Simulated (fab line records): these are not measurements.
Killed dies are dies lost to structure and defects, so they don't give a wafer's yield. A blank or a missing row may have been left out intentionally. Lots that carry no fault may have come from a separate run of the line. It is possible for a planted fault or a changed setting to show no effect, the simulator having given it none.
Which tool did it? -- flow nand-harc -- 15 lots, 45 wafers sampled, at 1 step of a route of 1302

## WHAT EACH GAUGE READ, for each wafer
NHARC_A_BLC_INSPECT_12. Usual: raw-defect-count reads 85 (standard deviation 38).
lot,measured,on,raw-defect-count,flag
L589,day 22 21:01,defect-inspect-02,17 9 17,
L590,day 23 07:56,defect-inspect-01,152 183 155,
L592,day 23 16:30,defect-inspect-01,74 83 84,
L594,day 24 03:08,defect-inspect-01,115 121 114,
L597,day 25 22:17,defect-inspect-02,28 31 38,
L596,day 26 02:06,defect-inspect-02,121 118 116,
L598,day 26 07:59,defect-inspect-01,41 32 41,
L599,day 26 21:27,defect-inspect-02,60 57 66,
L601,day 27 03:50,defect-inspect-02,58 39 42,
L600,day 27 07:26,defect-inspect-02,79 79 90,
L608,day 30 04:50,defect-inspect-01,115 126 104,
L610,day 30 21:13,defect-inspect-01,25 21 20,
L609,day 30 23:53,defect-inspect-01,130 132 116,
L611,day 31 17:43,defect-inspect-01,68 53 65,
L612,day 31 18:56,defect-inspect-02,124 137 110,

## EACH LOT AND THE TOOL THAT RAN IT (in order: tool; ch and the chambers of the sampled wafers; start)
The record holds no process step before these readings.

## AS READ BY THE TOOLS THEMSELVES (means over the sampled wafers that have a number; for cases with no such wafer, the mark the record gives instead)
The record holds no such reading with a usual standard deviation.

## THE ANSWER, worked out from the rows above alone
Rule: take the mean of a lot's wafers that have a number; if it is more than 3 standard deviations from the usual mean, the lot is off. A lot without any number at a reading at which 4 lots or more have one is off too. Where the step has rows for the other lots, those lots are counted as sound. First the gauges in route order, then the tools' own readings, where a lot's mean is used as printed above. The first step at which some lot is off is used, and at that step the reading that is off furthest; a lot without a number counts as furthest.
No lot is off on any of the readings shown, so nothing can be concluded from this.

## WHAT THE SIMULATOR HAD PUT IN
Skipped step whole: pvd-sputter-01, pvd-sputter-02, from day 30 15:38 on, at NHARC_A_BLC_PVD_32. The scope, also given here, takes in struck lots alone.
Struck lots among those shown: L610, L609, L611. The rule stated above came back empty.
